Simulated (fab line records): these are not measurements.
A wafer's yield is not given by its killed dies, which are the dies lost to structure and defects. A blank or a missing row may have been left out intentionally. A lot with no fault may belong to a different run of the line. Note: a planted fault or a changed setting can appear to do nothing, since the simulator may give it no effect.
fab line records ; flow n5Finfet
[record] lots = 6; wafers = 18; lastDay = 18
route steps=1938 shown BEOL_M10@1534 BEOL_M11@1536
lots untouched by any fault: they come from a run of this same line in which no faults occurred
startH: hours from the record's first day to the start of the lot's first wafer shown ; waitH: hours from the lot's prior step to this one ; " as in the row above ; L1.1+2: several wafers, shown together as one row ; - no value, or no start given ; * or withheld: withheld ; < > ~ a bound
route shown NAME@n: names a module that has steps shown in the file, with the first one's number in the route ; usual: mean/standard deviation taken from wafers without a fault ; same: alike in all rows ; chamber/n: place in a boat ; sites: the reading at each site ; _std_site: the standard deviation of these ; _edge_site: the outer-site mean with the inner-site mean subtracted ; radiusMm: for every site, how far away it sits from the centre of the wafer ; mask NAME#n: copy n ; behind: tool/chamber where the wafer was last shaped ; hold: cause of the lot's hold/its duration in hours/its outcome ; device: whichever transistor did not switch (one of n, p or np) ; end of line: the same wafers' tests at the end of the route ; step lacking rows: just its recipe ; killed: the dies lost at the first sort to structure and to defects; this is not the yield of the wafer ; map: a wafer's dies, marking killed ones x, the rest . and places with no die _
set.NAME: the setting as run; set.NAME@STEP: as run at that earlier step ; model.NAME: the simulator's own value behind a step, which no gauge read
a table for each step, a row for each wafer; lots at some steps of the route
services: a tool's chamber out of use, with start hour (startH, from the record's first day; less than 0 if before it), hours out, and reason
[[steps]]
[step N5_BEOL_M10_RS_MEAS_57]
[recipe] thkMeasGauge = four-point-probe; reads = Cu_of_BEOL_M10_ECD_50+Co_of_BEOL_M10_CVD_75+TaN_of_BEOL_M10_ALD_74
[usual] M10_RS = 0.1513/0.0028
lot.wafer;tool;chamber;startH;waitH;M10_RS[ohm/sq]
L489.1;filmMetro-01;-;268.83;0.1;0.1523
L489.3;filmMetro-01;-;268.83;0.1;0.1529
L489.6;filmMetro-01;-;268.83;0.1;0.1528
L491.3;filmMetro-01;-;272.00;0.1;0.1569
L491.4;filmMetro-01;-;272.00;0.1;0.1468
L491.5;filmMetro-01;-;272.00;0.1;0.1546
L496.2;filmMetro-02;-;313.39;0.1;0.1456
L496.3;filmMetro-02;-;313.39;0.1;0.1541
L496.6;filmMetro-02;-;313.39;0.1;0.1468
L497.1;filmMetro-01;-;328.63;0.1;0.1565
L497.2;filmMetro-01;-;328.63;0.1;0.1487
L497.4;filmMetro-01;-;328.63;0.1;0.1567
L500.1;filmMetro-02;-;334.48;0.1;0.1526
L500.5;filmMetro-02;-;334.48;0.1;0.1496
L500.6;filmMetro-02;-;334.48;0.1;0.1504
L505.2;filmMetro-02;-;370.66;0.1;0.1556
L505.3;filmMetro-02;-;370.66;0.1;0.1547
L505.6;filmMetro-02;-;370.66;0.1;0.1552
[step N5_BEOL_M10_INSPECT_58]
[recipe] inspectInstrument = darkfield; mode = postDep
[usual] rawDefectCount = 66/20
lot.wafer;tool;chamber;startH;waitH;rawDefectCount
L489.1;defectInspect-01;-;268.85;0.0;63
L489.3;defectInspect-01;-;268.85;0.0;91
L489.6;defectInspect-01;-;268.85;0.0;51
L491.3;defectInspect-01;-;272.03;0.0;50
L491.4;defectInspect-01;-;272.03;0.0;50
L491.5;defectInspect-01;-;272.03;0.0;55
L496.2;defectInspect-01;-;313.42;0.0;41
L496.3;defectInspect-01;-;313.42;0.0;65
L496.6;defectInspect-01;-;313.42;0.0;57
L497.1;defectInspect-01;-;328.66;0.0;42
L497.2;defectInspect-01;-;328.66;0.0;62
L497.4;defectInspect-01;-;328.66;0.0;56
L500.1;defectInspect-01;-;334.51;0.0;63
L500.5;defectInspect-01;-;334.51;0.0;66
L500.6;defectInspect-01;-;334.51;0.0;31
L505.2;defectInspect-02;-;370.69;0.0;93
L505.3;defectInspect-02;-;370.69;0.0;71
L505.6;defectInspect-02;-;370.69;0.0;61
[step N5_BEOL_M11_ILD_DEP_00]
[recipe] material = SiCOH_lowk; targetThkA = 3085.1; tempC = 300; precursor = DEMS/porogen; pressureTorr = 5; rfW = 500; timeS = 58
[usual] heaterPowerOuterW = 151/53; heaterPowerW = 317/85; showerheadPlenumPTorr = 5.743/0.018; throttleValvePct = 13.9/0.51
lot.wafer;tool;chamber;startH;waitH;heaterPowerOuterW;heaterPowerW;showerheadPlenumPTorr;throttleValvePct
L489.1;pecvd-03;1;268.89;0.0;138;299;5.748;14.2
L489.3;pecvd-03;2;268.89;0.0;105;215;5.728;13.1
L489.6;pecvd-03;1;268.89;0.0;148;301;5.738;13.7
L491.3;pecvd-01;1;272.09;0.1;184;391;5.729;14.6
L491.4;pecvd-01;0;272.09;0.1;128;269;5.752;13.9
L491.5;pecvd-01;0;272.09;0.1;83;206;5.753;13.6
L496.2;pecvd-01;1;313.45;0.0;162;356;5.736;14.7
L496.3;pecvd-01;0;313.45;0.0;121;258;5.756;13.6
L496.6;pecvd-01;1;313.45;0.0;167;362;5.717;14.7
L497.1;pecvd-03;2;328.69;0.0;106;219;5.708;13.5
L497.2;pecvd-03;1;328.69;0.0;178;351;5.765;13.9
L497.4;pecvd-03;1;328.69;0.0;126;276;5.749;14.0
L500.1;pecvd-02;0;334.55;0.0;228;457;5.741;14.3
L500.5;pecvd-02;1;334.55;0.0;251;453;5.744;13.4
L500.6;pecvd-02;0;334.55;0.0;230;449;5.743;14.4
L505.2;pecvd-02;2;370.72;0.0;159;326;5.760;14.3
L505.3;pecvd-02;1;370.72;0.0;255;486;5.733;13.4
L505.6;pecvd-02;1;370.72;0.0;254;471;5.741;13.0
[step N5_BEOL_M11_CURE_71]
[recipe] tempC = 385; timeS = 240; ambient = He/Ar; material = SiCOH_lowk
[usual] lampPowerPct = 52.32/0.051; wafer_temp_C_max = 386.8/0.58
lot.wafer;tool;chamber;startH;waitH;lampPowerPct;wafer_temp_C_max
L489.1;uvCure-02;1;268.97;0.0;52.27;388.2
L489.3;uvCure-02;1;268.97;0.0;52.35;387.8
L489.6;uvCure-02;1;268.97;0.0;52.41;388.0
L491.3;uvCure-02;2;272.33;0.2;52.29;386.9
L491.4;uvCure-02;2;272.33;0.2;52.32;386.1
L491.5;uvCure-02;2;272.33;0.2;52.22;386.6
L496.2;uvCure-01;0;313.84;0.4;52.34;386.7
L496.3;uvCure-01;0;313.84;0.4;52.18;386.6
L496.6;uvCure-01;0;313.84;0.4;52.30;386.6
L497.1;uvCure-02;2;328.77;0.0;52.27;386.4
L497.2;uvCure-02;2;328.77;0.0;52.29;386.4
L497.4;uvCure-02;2;328.77;0.0;52.27;386.2
L500.1;uvCure-02;2;334.63;0.0;52.34;386.7
L500.5;uvCure-02;2;334.63;0.0;52.26;386.6
L500.6;uvCure-02;2;334.63;0.0;52.33;386.8
L505.2;uvCure-02;0;370.91;0.2;52.41;387.2
L505.3;uvCure-02;0;370.91;0.2;52.32;387.1
L505.6;uvCure-02;0;370.91;0.2;52.34;386.5
[step N5_BEOL_M11_THK_MEAS_01]
[recipe] reads = SiCOH_lowk_of_BEOL_M11_ILD_DEP_00
[usual] M11_ILD_THK = 269/3.4
lot.wafer;tool;chamber;startH;waitH;M11_ILD_THK[nm]
L489.1;filmMetro-02;-;269.48;0.4;263
L489.3;filmMetro-02;-;269.48;0.4;267
L489.6;filmMetro-02;-;269.48;0.4;266
L491.3;filmMetro-02;-;272.69;0.3;273
L491.4;filmMetro-02;-;272.69;0.3;267
L491.5;filmMetro-02;-;272.69;0.3;269
L496.2;filmMetro-01;-;314.27;0.4;267
L496.3;filmMetro-01;-;314.27;0.4;264
L496.6;filmMetro-01;-;314.27;0.4;273
L497.1;filmMetro-02;-;329.29;0.4;265
L497.2;filmMetro-02;-;329.29;0.4;265
L497.4;filmMetro-02;-;329.29;0.4;271
L500.1;filmMetro-01;-;335.14;0.4;268
L500.5;filmMetro-01;-;335.14;0.4;275
L500.6;filmMetro-01;-;335.14;0.4;271
L505.2;filmMetro-02;-;371.34;0.4;269
L505.3;filmMetro-02;-;371.34;0.4;274
L505.6;filmMetro-02;-;371.34;0.4;272
[step N5_BEOL_M11_PECVD_70]
[recipe] material = SiO2; targetThkA = 200; tempC = 400; precursor = TEOS/O2; pressureTorr = 5.5; rfW = 450; teosFlowSccm = 53.8; gas = O2; flowSccm = 3000; timeS = 22.7
[usual] heaterPowerOuterW = 413/87; heaterPowerW = 692/130; showerheadPlenumPTorr = 8.80/0.073; throttleValvePct = 22.5/0.81
lot.wafer;tool;chamber;startH;waitH;heaterPowerOuterW;heaterPowerW;showerheadPlenumPTorr;throttleValvePct
L489.1;pecvd-03;1;269.52;0.0;433;678;8.80;22.8
L489.3;pecvd-03;2;269.52;0.0;270;440;8.68;21.4
L489.6;pecvd-03;2;269.52;0.0;269;450;8.66;21.4
L491.3;pecvd-01;1;272.74;0.1;441;779;8.74;23.1
L491.4;pecvd-01;0;272.74;0.1;317;534;8.86;22.2
L491.5;pecvd-01;0;272.74;0.1;314;548;8.87;21.9
L496.2;pecvd-03;2;314.31;0.0;317;529;8.68;21.4
L496.3;pecvd-03;1;314.31;0.0;395;652;8.80;22.8
L496.6;pecvd-03;1;314.31;0.0;391;656;8.84;22.7
L497.1;pecvd-02;1;329.32;0.0;570;930;8.76;21.4
L497.2;pecvd-02;0;329.32;0.0;600;1006;8.78;23.1
L497.4;pecvd-02;1;329.32;0.0;574;928;8.78;21.3
L500.1;pecvd-01;0;335.18;0.0;397;629;8.83;22.1
L500.5;pecvd-01;1;335.18;0.0;490;809;8.70;23.8
L500.6;pecvd-01;2;335.18;0.0;300;583;8.76;21.7
L505.2;pecvd-03;1;371.38;0.0;455;727;8.80;22.6
L505.3;pecvd-03;0;371.38;0.0;377;654;8.92;23.4
L505.6;pecvd-03;0;371.38;0.0;381;654;8.92;23.5
[step N5_BEOL_M11_HM_DEP_02]
[recipe] material = TiN; targetThkA = 200; tempC = 25; chamberPressurePa = 0.49996
[usual] substrateTempC = 24.98/0.092; throttleValvePct = 29.3/1.1
lot.wafer;tool;chamber;startH;waitH;substrateTempC;throttleValvePct
L489.1;pvdSputter-02;-;271.21;1.7;24.97;29.3
L489.3;pvdSputter-02;-;271.21;1.7;24.94;30.2
L489.6;pvdSputter-02;-;271.21;1.7;24.95;29.2
L491.3;pvdSputter-01;-;274.93;2.2;24.91;27.7
L491.4;pvdSputter-01;-;274.93;2.2;25.07;30.6
L491.5;pvdSputter-01;-;274.93;2.2;24.94;29.1
L496.2;pvdSputter-03;-;315.27;0.9;24.98;28.4
L496.3;pvdSputter-03;-;315.27;0.9;25.13;28.9
L496.6;pvdSputter-03;-;315.27;0.9;25.12;28.4
L497.1;pvdSputter-02;-;330.40;1.1;25.15;30.2
L497.2;pvdSputter-02;-;330.40;1.1;25.15;30.4
L497.4;pvdSputter-02;-;330.40;1.1;24.97;31.2
L500.1;pvdSputter-03;-;335.72;0.5;25.10;28.6
L500.5;pvdSputter-03;-;335.72;0.5;25.03;28.5
L500.6;pvdSputter-03;-;335.72;0.5;24.96;30.9
L505.2;pvdSputter-03;-;373.84;2.4;25.11;28.6
L505.3;pvdSputter-03;-;373.84;2.4;25.00;30.9
L505.6;pvdSputter-03;-;373.84;2.4;25.04;31.1
[step N5_BEOL_M11_COAT_59]
[recipe] resist = SOC; tempC = 250; timeS = 60; spinRpm = 1500; resistThkNm = 100
[step N5_BEOL_M11_COAT_60]
[recipe] resist = SiARC; tempC = 220; timeS = 60; spinRpm = 1500; resistThkNm = 30
[step N5_BEOL_M11_COAT_05]
[recipe] resist = CAR-ArF; spinRpm = 1500; resistThkNm = 90
[step N5_BEOL_M11_EBR_07]
[recipe] solvent = PGMEA; ebrWidthMm = 1.5
[step N5_BEOL_M11_SOFTBAKE_06]
[recipe] tempC = 110; timeS = 60; resist = CAR-ArF
[step N5_BEOL_M11_EXPOSE_08]
[recipe] maskId = M11; na = 1.35; sourceShape = dipole; sigmaInner = 0.411; sigmaOuter = 0.611; polarization = te; doseMj = 53.75
[same] sigmaInner = 0.411
lot.wafer;tool;chamber;startH;waitH;mask;model.BEOL_M11.overlayXNm
L489.1+3+6;arfiScanner-03;0;271.58;-;M11#0;0.2
L491.3+4+5;arfiScanner-01;0;275.32;-;M11#0;0.6
L496.2+3+6;arfiScanner-01;0;315.65;-;M11#0;17.8
L497.1+2+4;arfiScanner-01;0;330.79;-;M11#0;17.8
L500.1+5+6;arfiScanner-02;0;336.09;-;M11#0;-0.2
L505.2+3+6;arfiScanner-03;0;374.22;-;M11#0;0.2
[step N5_BEOL_M11_PEB_09]
[recipe] pebTempC = withheld; pebTimeS = 60; resist = CAR-ArF
[step N5_BEOL_M11_DEVELOP_10]
[recipe] developTimeS = 30; developer = TMAH; resist = CAR-ArF; rinseLiquid = diw; dry = airSpin; devTempC = 23
[step N5_BEOL_M11_CD_MEAS_11]
[recipe] targetCdNm = 64.1; landingEnergyEv = 500; detector = seInlens; polarity = opening
[usual] cdNm = 64.3/0.52
[same] landingEnergyEv = 500
lot.wafer;tool;chamber;startH;waitH;cdNm
L489.1;cdSem-01;0;271.70;-;64.5
L489.3;cdSem-01;0;271.70;-;63.9
L489.6;cdSem-01;0;271.70;-;64.1
L491.3;cdSem-02;0;275.43;-;65.1
L491.4;cdSem-02;0;275.43;-;64.9
L491.5;cdSem-02;0;275.43;-;63.8
L496.2;cdSem-02;0;315.77;-;64.7
L496.3;cdSem-02;0;315.77;-;64.7
L496.6;cdSem-02;0;315.77;-;63.9
L497.1;cdSem-01;0;330.91;-;65.2
L497.2;cdSem-01;0;330.91;-;64.6
L497.4;cdSem-01;0;330.91;-;64.9
L500.1;cdSem-01;0;336.22;-;63.9
L500.5;cdSem-01;0;336.22;-;64.8
L500.6;cdSem-01;0;336.22;-;64.6
L505.2;cdSem-02;0;374.34;-;63.8
L505.3;cdSem-02;0;374.34;-;63.6
L505.6;cdSem-02;0;374.34;-;64.5
[step N5_BEOL_M11_OVL_MEAS_12]
[recipe] pointsPerWafer = 44
[usual] M11_OVL = 0.4/0.81
lot.wafer;tool;chamber;startH;waitH;M11_OVL[nm]
L489.1;overlay-02;0;271.73;0.0;0.3
L489.3;overlay-02;0;271.73;0.0;-0.3
L489.6;overlay-02;0;271.73;0.0;0.8
L491.3;overlay-01;0;275.46;0.0;0.3
L491.4;overlay-01;0;275.46;0.0;2.2
L491.5;overlay-01;0;275.46;0.0;0.1
L496.2;overlay-02;0;315.80;0.0;18.2
L496.3;overlay-02;0;315.80;0.0;18.3
L496.6;overlay-02;0;315.80;0.0;18.9
L497.1;overlay-01;0;330.94;0.0;18.4
L497.2;overlay-01;0;330.94;0.0;17.2
L497.4;overlay-01;0;330.94;0.0;18.1
L500.1;overlay-01;0;336.25;0.0;0.2
L500.5;overlay-01;0;336.25;0.0;0.3
L500.6;overlay-01;0;336.25;0.0;0.6
L505.2;overlay-02;0;374.37;0.0;0.5
L505.3;overlay-02;0;374.37;0.0;0.5
L505.6;overlay-02;0;374.37;0.0;0.5
[step N5_BEOL_M11_INSPECT_13]
[recipe] mode = adi; inspectInstrument = brightfield
[usual] rawDefectCount = 407/90
lot.wafer;tool;chamber;startH;waitH;rawDefectCount
L489.1;defectInspect-02;-;271.76;0.0;339
L489.3;defectInspect-02;-;271.76;0.0;414
L489.6;defectInspect-02;-;271.76;0.0;367
L491.3;defectInspect-02;-;275.49;0.0;593
L491.4;defectInspect-02;-;275.49;0.0;470
L491.5;defectInspect-02;-;275.49;0.0;526
L496.2;defectInspect-02;-;315.82;0.0;287
L496.3;defectInspect-02;-;315.82;0.0;431
L496.6;defectInspect-02;-;315.82;0.0;354
L497.1;defectInspect-02;-;330.97;0.0;387
L497.2;defectInspect-02;-;330.97;0.0;466
L497.4;defectInspect-02;-;330.97;0.0;437
L500.1;defectInspect-01;-;336.27;0.0;496
L500.5;defectInspect-01;-;336.27;0.0;360
L500.6;defectInspect-01;-;336.27;0.0;248
L505.2;defectInspect-01;-;374.39;0.0;451
L505.3;defectInspect-01;-;374.39;0.0;462
L505.6;defectInspect-01;-;374.39;0.0;457
[[services]]
tool;chamber;startH;hours;kind
uvCure-02;-;251.35;1.0;pm
pecvd-03;-;261.81;1.5;repair
arfiScanner-02;-;263.52;1.0;pm
uvCure-01;-;265.35;7.5;pm
arfiScanner-01;-;267.83;0.8;pm
pecvd-01;2;269.11;12.2;repair
uvCure-01;-;272.90;7.5;pm
arfiScanner-03;-;274.01;0.8;pm
arfiScanner-02;-;284.81;1.2;repair
arfiScanner-03;-;288.42;1.0;pm
arfiScanner-03;-;293.62;5.4;repair
uvCure-02;-;293.86;0.9;repair
arfiScanner-02;-;299.79;3.1;pm
arfiScanner-01;-;301.60;3.1;pm
arfiScanner-02;-;306.85;0.8;pm
arfiScanner-01;-;310.28;1.3;pm
arfiScanner-03;-;320.72;1.3;pm
arfiScanner-02;-;324.73;0.8;pm
pecvd-01;2;327.12;5.4;repair
pvdSputter-03;-;341.47;6.6;repair
arfiScanner-01;-;344.34;3.9;pm
arfiScanner-03;-;351.78;1.7;repair
arfiScanner-02;-;359.83;1.3;pm
pvdSputter-01;-;369.52;4.6;repair
[[key]]
[firstSign] step = N5_BEOL_M11_OVL_MEAS_12; reading = M11_OVL; direction = up; sigmas = 22; usual = 0.4; struck = 18.2
effect none on later readings
[modelEffect] step = N5_BEOL_M11_EXPOSE_08; value = BEOL_M11.overlayXNm; without = -0.3; struck = 17.8
metAt N5_BEOL_M11_EXPOSE_08
struckWafers L496.2,L496.3,L496.6,L497.1,L497.2,L497.4
onsetBetween 275.32 315.65
[fault] kind = scannerMatchingOverlay; tool = arfiScanner-01; chamber = -; onsetH = 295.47; steps = N5_BEOL_M11_EXPOSE_08; offset = 18.075
